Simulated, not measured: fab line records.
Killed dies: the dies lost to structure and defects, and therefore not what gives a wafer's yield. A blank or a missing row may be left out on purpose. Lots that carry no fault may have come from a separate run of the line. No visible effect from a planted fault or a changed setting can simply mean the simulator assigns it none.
Matching of chambers :: flow n5Finfet :: N5_BEOL_M5_ETCH_61 on rieDiel-06 has 4 sister chambers
The step etches SiARC in CF4, target depth 15.6 nm, time 26 s. 4 wafers are shown with their chamber, then 8 later ones without.

== WAFERS PAIRED WITH THEIR CHAMBERS ==
wafer: L081.3
chamber: 0
showerheadPlenumPTorr (Torr): 2.14

wafer: L081.6
chamber: 1
showerheadPlenumPTorr (Torr): 2.24

wafer: L088.4
chamber: 2
showerheadPlenumPTorr (Torr): 2.24

wafer: L090.1
chamber: 3
showerheadPlenumPTorr (Torr): 2.18

== WAFERS WHOSE CHAMBER IS MISSING ==
wafer: L090.4
showerheadPlenumPTorr (Torr): 2.18

wafer: L090.6
showerheadPlenumPTorr (Torr): 2.24

wafer: L093.1
showerheadPlenumPTorr (Torr): 2.23

wafer: L093.4
showerheadPlenumPTorr (Torr): 2.24

wafer: L093.5
showerheadPlenumPTorr (Torr): 2.24

wafer: L096.1
showerheadPlenumPTorr (Torr): 2.13

wafer: L096.5
showerheadPlenumPTorr (Torr): 2.24

wafer: L096.6
showerheadPlenumPTorr (Torr): 2.23

== THE CHAMBER EACH PASSED THROUGH ==
wafer: L090.4
from the rows above: 3
in truth: 3

wafer: L090.6
from the rows above: can't be placed: 1 or 2
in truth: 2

wafer: L093.1
from the rows above: can't be placed: 1 or 2
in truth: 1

wafer: L093.4
from the rows above: can't be placed: 1 or 2
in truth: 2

wafer: L093.5
from the rows above: can't be placed: 1 or 2
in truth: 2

wafer: L096.1
from the rows above: 0
in truth: 0

wafer: L096.5
from the rows above: can't be placed: 1 or 2
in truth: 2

wafer: L096.6
from the rows above: can't be placed: 1 or 2
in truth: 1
2 of 8 placed correctly. Cannot be placed on the basis of these rows: 6; the candidates contain the true chamber in 6. Wrongly placed: 0.
How it was worked out, from the rows above alone: a wafer's distance from a chamber is the root of the sum, over the readings, of the square of ((its reading less the chamber's mean) divided by the reading's scatter). The wafer belongs to the nearest chamber; if the next one is less than 2 further off, it can't be placed. A chamber's mean is the mean of its shown wafers. The scatter (one wafer shown for each chamber): square how far every hidden wafer sits from the nearest shown wafer, average those squares and take the square root.
